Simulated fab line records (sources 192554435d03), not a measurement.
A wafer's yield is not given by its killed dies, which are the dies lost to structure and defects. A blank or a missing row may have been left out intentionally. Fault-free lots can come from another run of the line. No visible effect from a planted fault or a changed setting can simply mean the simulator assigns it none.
Problem report in the 8D (eight disciplines) form, filled by code | flow n5 finfet | the parts of the form that need people (team, actions taken, sign-off) are left out

1. THE ISSUE
Mean of spin speed rpm at N5_BEOL_M9_COAT_63: 1584.2 rpm across 6 wafers in 2 lots; on wafers with no fault it is 1500.0 rpm (standard deviation 1). Measured from the usual mean, that is +84 standard deviations.
The step: time 60 s, resist thk 60 nm.
First seen on wafer L732.1, day 12 22:52, on litho track-04. The record holds 33 wafers of 11 lots with a number at this step. By rule, "out" or "out of limits" means more than 4 standard deviations away from the usual mean. All remaining wafers that have a number are taken as sound.

2. WHAT IT IS, WHAT IT ISN'T
question                    | is                     | is not
which readings at this step | spin speed rpm         | -
which lots                  | L732, L733             | L728, L729, L730, L742, L743, L744, L746, L747, L748
which wafers of those lots  | all that have a number | -
read on which tools         | litho track-04         | litho track-01, litho track-05
when                        | from day 12 22:52      | up to then (9 sound wafers); but 18 sound wafers of L742, L743, L744, L746, L747, L748 came after

3. WHAT RULES OUT EACH SUSPECT
Counting: a tool at a process step up to the reading stays a suspect if it ran every lot that is out and no sound lot after the first of them.
- litho track-04 at N5_BEOL_M9_COAT_63 (time 60 s, resist thk 60 nm): ruled out as a lasting fault. Sound lots L746, L748 ran on it after its first lot that is out, L732 (day 12 22:52).
Left after counting: nothing in the record.

4. THE CAUSE (what the simulator had put in)
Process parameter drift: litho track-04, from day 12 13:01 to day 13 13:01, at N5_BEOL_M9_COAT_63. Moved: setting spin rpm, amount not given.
Counting ruled it out, wrongly.

5. SEQUENCE OF EFFECTS, ordered by route
Each row: a reading whose mean over the struck wafers that have a number lies more than 3 standard deviations from the usual. Readings are gone through only where the record gives a usual standard deviation; hours: the median, over the lots, of the time from a lot's start at the first step in this table giving one to that lot's start at this step; sigmas: the change measured in usual standard deviations.
hours | step               | reading        | usual      | on struck wafers | change | sigmas
0     | N5_BEOL_M9_COAT_63 | spin speed rpm | 1500.0 rpm | 1584.2           | +84.2  | +84
Process steps it contains:
- N5_BEOL_M9_COAT_63: time 60 s, resist thk 60 nm.

6. WHAT WOULD HAVE CAUGHT IT SOONER
10 hours passed between the start of the fault at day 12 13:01 and the first reading out of limits in this record, taken at day 12 22:52.
